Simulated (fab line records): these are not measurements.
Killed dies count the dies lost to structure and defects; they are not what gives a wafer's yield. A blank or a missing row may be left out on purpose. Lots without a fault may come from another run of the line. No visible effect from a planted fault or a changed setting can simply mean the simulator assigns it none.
fab line records -- flow n5-finfet
record lots=10, wafers=30, last-day=19
route steps=1938 shown BEOL_M9@1414 PASSIVATION@1936
lots that met no fault: from a run of the same line without faults
start-h: hours from the record's first day to the start of the lot's first wafer shown -- wait-h: how many hours have passed since the lot's step before this one -- " repeats the value in the row above -- L1.1+2: a row that stands for several wafers -- - either no value or no given start -- * or withheld: withheld -- < > ~ a bound
route shown NAME@n: names a module that has steps shown in the file, with the first one's number in the route -- usual: average and standard deviation across the fault-free wafers -- same: alike in all rows -- chamber/n: place in a boat -- sites: per-site readings -- _std_site: how widely they spread, as a standard deviation -- _edge_site: mean of outer sites minus mean of inner sites -- radius-mm: for every site, how far away it sits from the centre of the wafer -- mask NAME#n: copy n -- behind: the most recent tool/chamber to have shaped the wafer -- hold: cause of the lot's hold/its duration in hours/its outcome -- device: the n, p or np transistor that did not switch -- end of line: tests of these same wafers at the route's end -- a step with no rows: only its recipe -- killed: count of dies lost to structure and defects at first sort (not the wafer's yield) -- map: shows each die of a wafer: x if killed, . if not, _ if none is there
set.NAME: setting as actually run; set.NAME@STEP: the setting as run at that earlier step -- model.NAME: the simulator's own value behind a step, which no gauge read
steps of the route over a sample of lots; a table a step, a row a wafer
services: a tool's chamber out of use, with start hour (start-h, from the record's first day; less than 0 if before it), hours out, and reason
## steps
# step N5_BEOL_M9_CD_MEAS_11
# recipe target-cd-nm=64.1, landing-energy-ev=500, detector=se-inlens, polarity=opening
# usual cd-nm=64.2/0.55
lot.wafer,tool,chamber,start-h,wait-h,cd-nm
L573.2,cd-sem-03,0,254.12,-,62.7
L573.3,cd-sem-03,0,254.12,-,62.7
L573.6,cd-sem-03,0,254.12,-,62.4
L576.1,cd-sem-02,0,266.29,-,64.2
L576.3,cd-sem-02,0,266.29,-,64.5
L576.6,cd-sem-02,0,266.29,-,64.3
L578.3,cd-sem-03,0,284.63,-,63.3
L578.5,cd-sem-03,0,284.63,-,63.9
L578.6,cd-sem-03,0,284.63,-,62.9
L579.2,cd-sem-03,0,292.94,-,65.3
L579.3,cd-sem-03,0,292.94,-,65.3
L579.4,cd-sem-03,0,292.94,-,64.5
L582.2,cd-sem-03,0,302.23,-,63.3
L582.5,cd-sem-03,0,302.23,-,63.8
L582.6,cd-sem-03,0,302.23,-,64.0
L583.4,cd-sem-01,0,318.53,-,64.6
L583.5,cd-sem-01,0,318.53,-,64.4
L583.6,cd-sem-01,0,318.53,-,64.6
L586.3,cd-sem-02,0,343.03,-,64.2
L586.4,cd-sem-02,0,343.03,-,64.7
L586.5,cd-sem-02,0,343.03,-,63.6
L588.1,cd-sem-02,0,357.15,-,63.9
L588.3,cd-sem-02,0,357.15,-,63.9
L588.5,cd-sem-02,0,357.15,-,64.5
L591.1,cd-sem-02,0,374.17,-,62.7
L591.4,cd-sem-02,0,374.17,-,63.7
L591.5,cd-sem-02,0,374.17,-,63.2
L593.3,cd-sem-03,0,382.25,-,64.5
L593.4,cd-sem-03,0,382.25,-,64.9
L593.5,cd-sem-03,0,382.25,-,64.3
# step N5_BEOL_M9_INSPECT_13
# recipe mode=adi, inspect-instrument=brightfield
# usual raw-defect-count=421/79
lot.wafer,tool,chamber,start-h,wait-h,raw-defect-count
L573.2,defect-inspect-02,-,254.18,0.0,417
L573.3,defect-inspect-02,-,254.18,0.0,304
L573.6,defect-inspect-02,-,254.18,0.0,326
L576.1,defect-inspect-02,-,266.34,0.0,515
L576.3,defect-inspect-02,-,266.34,0.0,334
L576.6,defect-inspect-02,-,266.34,0.0,387
L578.3,defect-inspect-02,-,284.69,0.0,397
L578.5,defect-inspect-02,-,284.69,0.0,329
L578.6,defect-inspect-02,-,284.69,0.0,308
L579.2,defect-inspect-01,-,293.00,0.0,343
L579.3,defect-inspect-01,-,293.00,0.0,323
L579.4,defect-inspect-01,-,293.00,0.0,507
L582.2,defect-inspect-01,-,302.29,0.0,344
L582.5,defect-inspect-01,-,302.29,0.0,422
L582.6,defect-inspect-01,-,302.29,0.0,352
L583.4,defect-inspect-02,-,318.58,0.0,299
L583.5,defect-inspect-02,-,318.58,0.0,383
L583.6,defect-inspect-02,-,318.58,0.0,416
L586.3,defect-inspect-02,-,343.08,0.0,442
L586.4,defect-inspect-02,-,343.08,0.0,454
L586.5,defect-inspect-02,-,343.08,0.0,423
L588.1,defect-inspect-02,-,357.21,0.0,407
L588.3,defect-inspect-02,-,357.21,0.0,483
L588.5,defect-inspect-02,-,357.21,0.0,342
L591.1,defect-inspect-01,-,374.23,0.0,280
L591.4,defect-inspect-01,-,374.23,0.0,322
L591.5,defect-inspect-01,-,374.23,0.0,436
L593.3,defect-inspect-01,-,382.30,0.0,460
L593.4,defect-inspect-01,-,382.30,0.0,402
L593.5,defect-inspect-01,-,382.30,0.0,635
# step N5_BEOL_M9_EXPOSE_25
# recipe mask-id=V8, na=0.33, source-shape=annular, sigma-inner=0.4, sigma-outer=0.8, polarization=unpolarized, dose-mj=37.25
# usual exposure-dose-mJ-cm2=37.30/0.3
lot.wafer,tool,chamber,start-h,wait-h,mask,exposure-dose-mJ-cm2
L573.2,euv-scanner-01,0,255.69,-,V8#0,37.18
L573.3,euv-scanner-01,0,255.69,-,V8#0,37.22
L573.6,euv-scanner-01,0,255.69,-,V8#0,37.18
L576.1,euv-scanner-01,0,269.48,-,V8#0,37.13
L576.3,euv-scanner-01,0,269.48,-,V8#0,37.18
L576.6,euv-scanner-01,0,269.48,-,V8#0,37.11
L578.3,euv-scanner-02,0,286.59,-,V8#0,37.24
L578.5,euv-scanner-02,0,286.59,-,V8#0,37.24
L578.6,euv-scanner-02,0,286.59,-,V8#0,37.26
L579.2,euv-scanner-01,0,294.81,-,V8#0,37.11
L579.3,euv-scanner-01,0,294.81,-,V8#0,37.10
L579.4,euv-scanner-01,0,294.81,-,V8#0,37.12
L582.2,euv-scanner-01,0,303.57,-,V8#0,37.12
L582.5,euv-scanner-01,0,303.57,-,V8#0,37.10
L582.6,euv-scanner-01,0,303.57,-,V8#0,37.17
L583.4,euv-scanner-01,0,320.09,-,V8#0,37.19
L583.5,euv-scanner-01,0,320.09,-,V8#0,37.14
L583.6,euv-scanner-01,0,320.09,-,V8#0,37.16
L586.3,euv-scanner-02,0,343.84,-,V8#0,37.32
L586.4,euv-scanner-02,0,343.84,-,V8#0,37.37
L586.5,euv-scanner-02,0,343.84,-,V8#0,37.30
L588.1,euv-scanner-01,0,359.16,-,V8#0,35.07
L588.3,euv-scanner-01,0,359.16,-,V8#0,35.11
L588.5,euv-scanner-01,0,359.16,-,V8#0,35.11
L591.1,euv-scanner-02,0,381.25,-,V8#0,37.26
L591.4,euv-scanner-02,0,381.25,-,V8#0,37.24
L591.5,euv-scanner-02,0,381.25,-,V8#0,37.27
L593.3,euv-scanner-01,0,383.43,-,V8#0,35.79
L593.4,euv-scanner-01,0,383.43,-,V8#0,35.79
L593.5,euv-scanner-01,0,383.43,-,V8#0,35.75
# step N5_BEOL_M9_CD_MEAS_28
# recipe target-cd-nm=70, landing-energy-ev=500, detector=se-inlens, polarity=opening
# usual cd-nm=70.00/0.23
lot.wafer,tool,chamber,start-h,wait-h,cd-nm
L573.2,cd-sem-02,0,255.82,-,70.21
L573.3,cd-sem-02,0,255.82,-,70.23
L573.6,cd-sem-02,0,255.82,-,69.82
L576.1,cd-sem-01,0,269.61,-,69.84
L576.3,cd-sem-01,0,269.61,-,69.96
L576.6,cd-sem-01,0,269.61,-,70.05
L578.3,cd-sem-02,0,286.71,-,69.88
L578.5,cd-sem-02,0,286.71,-,69.86
L578.6,cd-sem-02,0,286.71,-,70.21
L579.2,cd-sem-01,0,294.93,-,70.10
L579.3,cd-sem-01,0,294.93,-,70.11
L579.4,cd-sem-01,0,294.93,-,70.18
L582.2,cd-sem-03,0,303.70,-,69.96
L582.5,cd-sem-03,0,303.70,-,69.73
L582.6,cd-sem-03,0,303.70,-,69.91
L583.4,cd-sem-03,0,320.20,-,69.82
L583.5,cd-sem-03,0,320.20,-,70.06
L583.6,cd-sem-03,0,320.20,-,70.13
L586.3,cd-sem-02,0,343.95,-,70.02
L586.4,cd-sem-02,0,343.95,-,69.85
L586.5,cd-sem-02,0,343.95,-,69.96
L588.1,cd-sem-03,0,359.29,-,67.35
L588.3,cd-sem-03,0,359.29,-,67.70
L588.5,cd-sem-03,0,359.29,-,67.57
L591.1,cd-sem-01,0,381.38,-,69.89
L591.4,cd-sem-01,0,381.38,-,69.70
L591.5,cd-sem-01,0,381.38,-,70.02
L593.3,cd-sem-01,0,383.54,-,68.06
L593.4,cd-sem-01,0,383.54,-,67.99
L593.5,cd-sem-01,0,383.54,-,68.66
# step N5_BEOL_M9_DESCUM_33
# recipe chemistry=O2, time-s=7, source-power-w=50, bias-power-w=20, pressure-mtorr=20, rf-frequency-hz=2.712e+07, temp-c=40, resist=CAR-EUV, o2-flow-sccm=225
# usual bias-power-w=20.01/0.053, drypump-motor-current-A=5.7/0.54, oes-product-au=0.77/0.064, rf-fwd-power-W=49.35/0.25, rf-vpp-V=242.9/1.3, showerhead-plenum-p-Torr=2.09/0.062, throttle-valve-pct=20.46/0.27
lot.wafer,tool,chamber,start-h,wait-h,bias-power-w,drypump-motor-current-A,oes-product-au,rf-fwd-power-W,rf-hours-counter-h,rf-vpp-V,showerhead-plenum-p-Torr,throttle-valve-pct
L573.2,rie-diel-01,0,255.94,0.0,20.07,6.0,0.70,49.16,195,243.2,2.10,20.80
L573.3,rie-diel-01,2,255.94,0.0,19.94,5.8,0.76,49.03,123,243.4,2.20,20.57
L573.6,rie-diel-01,3,255.94,0.0,19.97,6.2,0.84,49.40,-,242.6,2.04,20.17
L576.1,rie-diel-01,0,269.73,0.0,19.90,6.0,0.70,49.20,199,242.0,2.10,20.81
L576.3,rie-diel-01,3,269.73,0.0,20.01,6.3,0.85,49.47,66,241.8,2.04,20.16
L576.6,rie-diel-01,2,269.73,0.0,20.00,5.9,0.76,48.79,-,244.2,2.20,20.58
L578.3,rie-diel-06,3,288.13,1.3,20.03,6.0,0.74,49.24,178,241.9,2.10,20.52
L578.5,rie-diel-06,0,288.13,1.3,20.02,6.6,0.86,49.19,-,244.0,2.12,19.85
L578.6,rie-diel-06,1,288.13,1.3,19.96,5.2,0.87,49.36,-,243.8,2.13,20.52
L579.2,rie-diel-03,0,296.06,1.0,20.05,5.5,0.87,49.51,44,242.7,2.12,20.31
L579.3,rie-diel-03,2,296.06,1.0,19.93,5.1,0.76,49.29,118,242.6,2.12,20.54
L579.4,rie-diel-03,3,296.06,1.0,19.95,4.7,0.74,49.64,160,241.4,2.01,20.57
L582.2,rie-diel-03,2,303.82,0.0,20.06,5.1,0.76,49.04,120,243.2,2.12,20.56
L582.5,rie-diel-03,0,303.82,0.0,19.97,5.5,0.86,49.42,-,244.9,2.12,20.32
L582.6,rie-diel-03,3,303.82,0.0,19.98,4.7,0.73,49.78,-,242.8,2.01,20.57
L583.4,rie-diel-03,0,320.32,0.0,20.05,5.5,0.86,49.52,51,243.3,2.12,20.32
L583.5,rie-diel-03,3,320.32,0.0,20.03,4.7,0.74,49.27,-,240.0,2.01,20.56
L583.6,rie-diel-03,0,320.32,0.0,20.05,5.5,0.85,49.47,-,244.9,2.12,20.31
L586.3,rie-diel-06,2,344.08,0.0,20.00,5.9,0.70,49.20,206,244.2,2.14,20.30
L586.4,rie-diel-06,0,344.08,0.0,19.94,6.6,0.84,49.05,83,242.6,2.11,19.88
L586.5,rie-diel-06,1,344.08,0.0,19.99,5.2,0.84,49.57,-,244.3,2.12,20.55
L588.1,rie-diel-06,0,359.41,0.0,20.02,6.6,0.84,49.09,86,243.8,2.11,19.87
L588.3,rie-diel-06,3,359.41,0.0,19.98,6.0,0.71,49.64,199,244.1,2.09,20.53
L588.5,rie-diel-06,3,359.41,0.0,20.08,6.0,0.71,49.48,-,242.7,2.09,20.54
L591.1,rie-diel-01,0,381.50,0.0,19.97,6.0,0.66,49.19,233,242.9,2.09,20.88
L591.4,rie-diel-01,1,381.50,0.0,19.95,5.8,0.66,49.64,250,240.4,1.98,20.73
L591.5,rie-diel-01,2,381.50,0.0,20.06,5.9,0.73,49.07,-,245.8,2.19,20.61
L593.3,rie-diel-01,2,383.66,0.0,19.96,5.8,0.73,48.85,164,245.4,2.19,20.62
L593.4,rie-diel-01,2,383.66,0.0,20.00,5.8,0.72,48.79,-,243.6,2.19,20.64
L593.5,rie-diel-01,0,383.66,0.0,20.03,6.0,0.66,49.24,-,241.8,2.09,20.88
# step N5_PASSIVATION_PROBE_49
# usual defect-limited-yield=91.6/1.4, killed_at_M0_to_M3=35/10, killed_at_M4_up=13/4.8, killed-at-contacts=12/7.2, killed-at-front-end=36/12, killed-at-other=4/3.1, killed-dies=100/17, killed-open=66/13, killed-short=32/7.3, sort_bin_5_function=5.0/0.94, sort_bin_6_memory=3.1/0.67, sort-n-pass=1080/17, sort-yield-pct=91.6/1.4
# same gross-dies=1180, killed-at-back-side=0, sort_bin_4_leakage[%]=0, sort_bin_8_speed[%]=0
lot.wafer,tool,chamber,start-h,wait-h,defect-limited-yield[%],killed_at_M0_to_M3,killed_at_M4_up,killed-at-contacts,killed-at-front-end,killed-at-other,killed-dies,killed-open,killed-short,sort_bin_5_function[%],sort_bin_6_memory[%],sort-n-pass,sort-yield-pct[%]
L573.2,prober-02,-,323.42,0.1,89.7,52,14,11,42,2,121,90,30,6.8,3.2,1059,89.7
L573.3,prober-02,-,323.47,0.1,89.9,59,7,10,41,2,119,78,40,6.4,3.3,1061,89.9
L573.6,prober-02,-,323.62,0.3,91.1,38,12,13,39,3,105,71,33,5.5,3.1,1075,91.1
L576.1,prober-02,-,342.21,0.0,92.6,19,13,6,39,10,87,55,30,4.6,2.4,1093,92.6
L576.3,prober-02,-,342.31,0.1,89.7,45,9,6,55,6,121,82,34,5.9,3.8,1059,89.7
L576.6,prober-02,-,342.46,0.3,91.9,40,9,5,39,2,95,62,33,4.9,3.1,1085,91.9
L578.3,prober-02,-,371.47,0.1,91.0,27,16,12,50,1,106,78,26,4.9,3.6,1074,91.0
L578.5,prober-02,-,371.57,0.2,89.7,34,20,10,52,6,122,88,32,5.6,4.4,1058,89.7
L578.6,prober-02,-,371.62,0.3,90.9,23,20,6,56,2,107,78,28,4.2,4.7,1073,90.9
L579.2,prober-02,-,375.75,0.1,94.4,28,10,10,17,1,66,48,18,2.8,2.7,1114,94.4
L579.3,prober-02,-,375.80,0.1,96.0,18,4,9,13,3,47,35,12,2.5,1.4,1133,96.0
L579.4,prober-02,-,375.85,0.2,93.3,32,11,15,21,0,79,58,21,3.6,2.7,1101,93.3
L582.2,prober-02,-,377.10,0.4,91.6,46,14,7,26,6,99,62,36,5.0,3.2,1081,91.6
L582.5,prober-02,-,377.25,0.5,91.5,42,15,4,38,1,100,59,40,5.3,2.6,1080,91.5
L582.6,prober-02,-,377.30,0.6,92.6,42,9,4,28,4,87,61,26,4.2,3.1,1093,92.6
L583.4,prober-01,-,389.16,0.2,92.3,26,11,15,32,7,91,55,36,4.1,3.0,1089,92.3
L583.5,prober-01,-,389.21,0.2,91.3,47,18,7,24,7,103,68,33,5.4,3.0,1077,91.3
L583.6,prober-01,-,389.26,0.3,91.7,30,15,7,41,5,98,66,32,5.5,2.6,1082,91.7
L586.3,prober-01,-,412.19,0.1,93.0,18,10,12,39,4,83,58,25,4.7,2.3,1097,93.0
L586.4,prober-01,-,412.24,0.2,92.0,33,7,16,35,3,94,56,38,5.1,2.8,1086,92.0
L586.5,prober-01,-,412.29,0.2,94.0,38,8,5,20,0,71,41,30,3.3,2.5,1109,94.0
L588.1,prober-02,-,427.98,0.0,92.2,28,12,5,44,3,92,61,30,5.2,2.0,1088,92.2
L588.3,prober-02,-,428.08,0.1,92.0,37,16,13,25,3,94,61,33,4.9,2.7,1086,92.0
L588.5,prober-02,-,428.18,0.2,91.1,23,20,4,56,2,105,80,25,5.7,3.1,1075,91.1
L591.1,prober-02,-,443.70,0.0,91.6,27,12,11,46,3,99,66,33,5.8,2.5,1081,91.6
L591.4,prober-02,-,443.85,0.2,87.4,38,26,17,63,5,149,95,54,7.2,5.0,1031,87.4
L591.5,prober-02,-,443.90,0.2,89.7,46,18,8,46,4,122,84,35,6.5,3.6,1058,89.7
L593.3,prober-02,-,448.85,0.1,92.1,22,17,19,32,3,93,62,30,4.5,3.1,1087,92.1
L593.4,prober-02,-,448.90,0.2,90.5,26,16,18,49,3,112,71,41,6.0,2.7,1068,90.5
L593.5,prober-02,-,448.95,0.2,90.0,50,16,21,23,8,118,83,35,5.8,3.7,1062,90.0
# killed by level:class
L573.2 BEOL_M3:geometric-particle:open=17 BEOL_M2:geometric-particle:open=13 FIN_SAQP:geometric-particle:open=10 MOL_CONTACT_COAG:geometric-particle:open=8 DUMMY_GATE:geometric-particle:open=6 BEOL_M1:geometric-particle:open=6 BEOL_M4:geometric-particle:open=5 BEOL_M6:geometric-particle:open=5
L573.3 BEOL_M3:geometric-particle:open=17 BEOL_M1:geometric-particle:open=14 FIN_SAQP:geometric-particle:open=8 BEOL_M2:geometric-particle:open=8 STI_FIN_REVEAL:geometric-particle:open=7 GATE_CUT:geometric-particle:short=7 MOL_CONTACT_COAG:geometric-particle:open=7 BEOL_M3:geometric-particle:short=5
L573.6 FIN_SAQP:geometric-particle:open=14 MOL_CONTACT_COAG:geometric-particle:open=9 FIN_SAQP:geometric-particle:short=7 BEOL_M4:geometric-particle:open=7 BEOL_M1:geometric-particle:open=6 BEOL_M2:geometric-particle:open=6 BEOL_M0_SAQP:geometric-particle:open=5 BEOL_M0_SAQP:geometric-particle:short=5
L576.1 STI_FIN_REVEAL:geometric-particle:open=11 GATE_CUT:geometric-particle:short=9 BEOL_M2:geometric-particle:open=5 FIN_SAQP:geometric-particle:short=4 FIN_SAQP:geometric-particle:open=4 BEOL_M0_SAQP:geometric-particle:open=4 MOL_CONTACT_COAG:geometric-particle:open=4 BEOL_M3:geometric-particle:open=4
L576.3 STI_FIN_REVEAL:geometric-particle:open=22 BEOL_M2:geometric-particle:open=11 BEOL_M0_SAQP:geometric-particle:short=10 BEOL_M1:geometric-particle:open=8 GATE_CUT:geometric-particle:short=7 MOL_CONTACT_COAG:geometric-particle:open=6 FIN_SAQP:geometric-particle:short=5 DUMMY_GATE:geometric-particle:open=5
L576.6 BEOL_M3:geometric-particle:open=10 GATE_CUT:geometric-particle:short=8 DUMMY_GATE:geometric-particle:open=7 BEOL_M0_SAQP:geometric-particle:short=7 BEOL_M0:geometric-particle:open=6 GATE_CUT:geometric-particle:open=5 BEOL_M2:geometric-particle:open=5 STI_FIN_REVEAL:geometric-particle:open=4
L578.3 STI_FIN_REVEAL:geometric-particle:open=17 MOL_CONTACT_COAG:geometric-particle:open=10 BEOL_M2:geometric-particle:open=7 BEOL_M4:geometric-particle:open=7 FIN_SAQP:geometric-particle:short=6 FIN_SAQP:geometric-particle:open=6 DUMMY_GATE:geometric-particle:open=4 BEOL_M0:geometric-particle:open=4
L578.5 STI_FIN_REVEAL:geometric-particle:open=13 BEOL_M4:geometric-particle:open=12 DUMMY_GATE:geometric-particle:open=11 MOL_CONTACT_COAG:geometric-particle:open=9 BEOL_M1:geometric-particle:open=9 FIN_SAQP:geometric-particle:short=7 BEOL_M2:geometric-particle:short=6 FIN_SAQP:geometric-particle:open=5
L578.6 STI_FIN_REVEAL:geometric-particle:open=20 BEOL_M4:geometric-particle:open=14 BEOL_M2:geometric-particle:open=8 FIN_SAQP:geometric-particle:short=7 ILD0:geometric-particle:open=5 BEOL_M0_SAQP:geometric-particle:open=5 FIN_SAQP:geometric-particle:open=4 STI_FIN_REVEAL:geometric-particle:short=4
L579.2 MOL_CONTACT_COAG:geometric-particle:open=8 BEOL_M1:geometric-particle:open=8 BEOL_M3:geometric-particle:open=8 STI_FIN_REVEAL:geometric-particle:open=5 BEOL_M2:geometric-particle:open=4 ILD0:geometric-particle:short=3 BEOL_M0_SAQP:geometric-particle:short=3 BEOL_M4:geometric-particle:open=3
L579.3 MOL_CONTACT_COAG:geometric-particle:open=6 BEOL_M1:geometric-particle:open=6 BEOL_M0_SAQP:geometric-particle:open=4 BEOL_M2:geometric-particle:open=4 SPACER0:geometric-particle:open=3 MOL_CONTACT_COAG:geometric-particle:short=3 FIN_SAQP:geometric-particle:open=2 FIN_SAQP:geometric-particle:short=2
L579.4 MOL_CONTACT_COAG:geometric-particle:open=13 BEOL_M2:geometric-particle:open=8 BEOL_M0:geometric-particle:open=5 BEOL_M1:geometric-particle:open=5 FIN_SAQP:geometric-particle:short=4 DUMMY_GATE:geometric-particle:open=4 BEOL_M0_SAQP:geometric-particle:open=4 BEOL_M1:geometric-particle:short=4
L582.2 BEOL_M3:geometric-particle:open=14 BEOL_M0_SAQP:geometric-particle:short=13 BEOL_M0_SAQP:geometric-particle:open=10 BEOL_M4:geometric-particle:open=8 FIN_SAQP:geometric-particle:short=7 MOL_CONTACT_COAG:geometric-particle:open=6 FIN_SAQP:geometric-particle:open=5 BEOL_M3:geometric-particle:short=3
L582.5 BEOL_M0_SAQP:geometric-particle:short=13 FIN_SAQP:geometric-particle:short=10 BEOL_M4:geometric-particle:open=9 BEOL_M0_SAQP:geometric-particle:open=7 BEOL_M2:geometric-particle:open=7 FIN_SAQP:geometric-particle:open=6 BEOL_M0:geometric-particle:open=5 STARTING-WAFER:geometric-particle:open=5
L582.6 BEOL_M2:geometric-particle:open=19 ILD0:geometric-particle:short=6 BEOL_M0:geometric-particle:open=6 BEOL_M3:geometric-particle:open=6 DUMMY_GATE:geometric-particle:open=5 BEOL_M0_SAQP:geometric-particle:short=4 FIN_SAQP:geometric-particle:open=3 BEOL_M7:geometric-particle:open=3
L583.4 MOL_CONTACT_COAG:geometric-particle:open=12 BEOL_M0_SAQP:geometric-particle:short=9 FIN_SAQP:geometric-particle:short=7 GATE_CUT:geometric-particle:open=7 BEOL_M1:geometric-particle:open=6 FIN_SAQP:geometric-particle:open=4 BEOL_M0_SAQP:geometric-particle:open=4 STI_FIN_REVEAL:geometric-particle:open=3
L583.5 BEOL_M0_SAQP:geometric-particle:open=14 BEOL_M0_SAQP:geometric-particle:short=10 FIN_SAQP:geometric-particle:short=8 BEOL_M1:geometric-particle:open=8 MOL_CONTACT_COAG:geometric-particle:open=6 STI_FIN_REVEAL:geometric-particle:open=5 BEOL_M2:geometric-particle:open=5 BEOL_M7:geometric-particle:open=5
L583.6 FIN_SAQP:geometric-particle:open=10 BEOL_M0:geometric-particle:open=8 BEOL_M1:geometric-particle:open=7 MOL_CONTACT_COAG:geometric-particle:open=6 FIN_SAQP:geometric-particle:short=5 GATE_CUT:geometric-particle:open=5 STI_FIN_REVEAL:geometric-particle:open=4 DUMMY_GATE:geometric-particle:open=4
L586.3 STI_FIN_REVEAL:geometric-particle:open=13 MOL_CONTACT_COAG:geometric-particle:open=8 BEOL_M0_SAQP:geometric-particle:short=5 BEOL_M3:geometric-particle:open=5 GATE_CUT:geometric-particle:short=4 MOL_CONTACT_COAG:geometric-particle:short=4 BEOL_M0_SAQP:geometric-particle:open=4 STI_FIN_REVEAL:geometric-particle:short=3
L586.4 STI_FIN_REVEAL:geometric-particle:open=13 MOL_CONTACT_COAG:geometric-particle:open=12 FIN_SAQP:geometric-particle:short=10 BEOL_M0_SAQP:geometric-particle:short=7 BEOL_M0_SAQP:geometric-particle:open=7 BEOL_M1:geometric-particle:open=5 BEOL_M3:geometric-particle:open=5 GATE_CUT:geometric-particle:short=4
L586.5 BEOL_M0_SAQP:geometric-particle:open=18 BEOL_M0_SAQP:geometric-particle:short=11 FIN_SAQP:geometric-particle:short=5 BEOL_M4:geometric-particle:open=5 STARTING-WAFER:geometric-particle:short=4 BEOL_M2:geometric-particle:open=4 DUMMY_GATE:geometric-particle:open=3 MOL_CONTACT_COAG:geometric-particle:short=3
L588.1 BEOL_M2:geometric-particle:open=12 STI_FIN_REVEAL:geometric-particle:open=10 GATE_CUT:geometric-particle:short=8 BEOL_M0_SAQP:geometric-particle:open=6 DUMMY_GATE:geometric-particle:open=5 FIN_SAQP:geometric-particle:short=4 MOL_CONTACT_COAG:geometric-particle:open=4 GATE_CUT:geometric-particle:open=4
L588.3 BEOL_M2:geometric-particle:open=10 MOL_CONTACT_COAG:geometric-particle:open=9 STI_FIN_REVEAL:geometric-particle:open=7 BEOL_M0_SAQP:geometric-particle:open=7 GATE_CUT:geometric-particle:short=5 BEOL_M4:geometric-particle:open=5 MOL_CONTACT_COAG:geometric-particle:short=4 BEOL_M0_SAQP:geometric-particle:short=4
L588.5 STI_FIN_REVEAL:geometric-particle:open=23 BEOL_M4:geometric-particle:open=12 FIN_SAQP:geometric-particle:open=11 BEOL_M0_SAQP:geometric-particle:open=7 STI_FIN_REVEAL:geometric-particle:short=5 GATE_CUT:geometric-particle:short=4 BEOL_M0_SAQP:geometric-particle:short=4 BEOL_M2:geometric-particle:open=4
L591.1 FIN_SAQP:geometric-particle:short=14 MOL_CONTACT_COAG:geometric-particle:open=11 FIN_SAQP:geometric-particle:open=7 GATE_CUT:geometric-particle:short=7 STI_FIN_REVEAL:geometric-particle:open=6 BEOL_M0_SAQP:geometric-particle:open=6 BEOL_M1:geometric-particle:open=6 BEOL_M2:geometric-particle:open=6
L591.4 BEOL_M4:geometric-particle:open=16 MOL_CONTACT_COAG:geometric-particle:open=13 STI_FIN_REVEAL:geometric-particle:open=12 BEOL_M0_SAQP:geometric-particle:short=11 FIN_SAQP:geometric-particle:short=10 FIN_SAQP:geometric-particle:open=8 BEOL_M2:geometric-particle:open=7 STI_FIN_REVEAL:geometric-particle:short=6
L591.5 BEOL_M1:geometric-particle:open=17 BEOL_M4:geometric-particle:open=9 FIN_SAQP:geometric-particle:short=7 BEOL_M0_SAQP:geometric-particle:open=7 BEOL_M3:geometric-particle:open=7 BEOL_M1:geometric-particle:short=7 FIN_SAQP:geometric-particle:open=5 STI_FIN_REVEAL:geometric-particle:open=5
L593.3 MOL_CONTACT_COAG:geometric-particle:open=13 FIN_SAQP:geometric-particle:open=7 GATE_CUT:geometric-particle:open=6 MOL_CONTACT_COAG:geometric-particle:short=6 BEOL_M2:geometric-particle:open=5 BEOL_M0_SAQP:geometric-particle:short=5 STARTING-WAFER:geometric-particle:open=5 BEOL_M0:geometric-particle:open=4
L593.4 MOL_CONTACT_COAG:geometric-particle:open=15 FIN_SAQP:geometric-particle:short=11 BEOL_M1:geometric-particle:open=9 GATE_CUT:geometric-particle:short=8 BEOL_M4:geometric-particle:open=8 FIN_SAQP:geometric-particle:open=7 GATE_CUT:geometric-particle:open=6 BEOL_M0_SAQP:geometric-particle:short=6
L593.5 MOL_CONTACT_COAG:geometric-particle:open=18 BEOL_M0_SAQP:geometric-particle:short=12 BEOL_M0_SAQP:geometric-particle:open=11 BEOL_M0:geometric-particle:open=10 BEOL_M3:geometric-particle:open=6 FIN_SAQP:geometric-particle:open=5 STI_FIN_REVEAL:geometric-particle:open=5 MIM_TOP:geometric-particle:open=5
## services
tool,chamber,start-h,hours,kind
euv-scanner-01,-,243.97,1.0,pm
euv-scanner-02,0,250.36,-,calibration
rie-diel-03,2,257.70,2.6,repair
euv-scanner-01,-,265.61,0.6,repair
euv-scanner-02,-,277.08,1.0,pm
rie-diel-03,-,281.46,14.6,pm
euv-scanner-01,-,282.41,4.6,pm
euv-scanner-01,-,300.12,1.0,pm
euv-scanner-01,-,330.78,5.8,pm
euv-scanner-02,-,336.56,1.0,pm
euv-scanner-01,-,337.74,13.6,repair
rie-diel-03,0,348.81,7.2,repair
euv-scanner-01,-,352.38,-,calibration
euv-scanner-02,-,355.89,4.6,pm
euv-scanner-01,-,360.48,1.0,pm
euv-scanner-01,-,378.62,3.5,repair
rie-diel-01,1,381.93,-,clean
rie-diel-01,1,381.93,-,consumable-replace:focus-ring
rie-diel-01,1,381.93,-,consumable-replace:showerhead
rie-diel-01,1,381.93,34.8,scheduled-down
rie-diel-01,1,381.93,34.8,vent-cycle
## key
first-sign step=N5_BEOL_M9_EXPOSE_25, reading=exposure-dose-mJ-cm2, direction=down, sigmas=6.2, usual=37.30, struck=35.44
effect step=N5_BEOL_M9_CD_MEAS_28, reading=cd-nm, direction=down, sigmas=9.2, usual=70.00, struck=67.89, through=control-loop
met-at N5_BEOL_M9_EXPOSE_25
struck-lots L588,L593
loop-trim step=N5_BEOL_M9_EXPOSE_25, setting=dose, lots=L593
not-acting-at N5_BEOL_M9_CD_MEAS_11,N5_BEOL_M9_INSPECT_13,N5_BEOL_M9_DESCUM_33
onset-between 320.09 359.16
fault kind=process-parameter-drift, tool=euv-scanner-01, chamber=-, onset-h=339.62, steps=N5_BEOL_M9_EXPOSE_25, channel=dose-mj, offset=-3.1249, shape=step, acts-in=these-recipes-only, stated=37.25
# loop-trim: a control loop set the setting to another value than it would have without faults
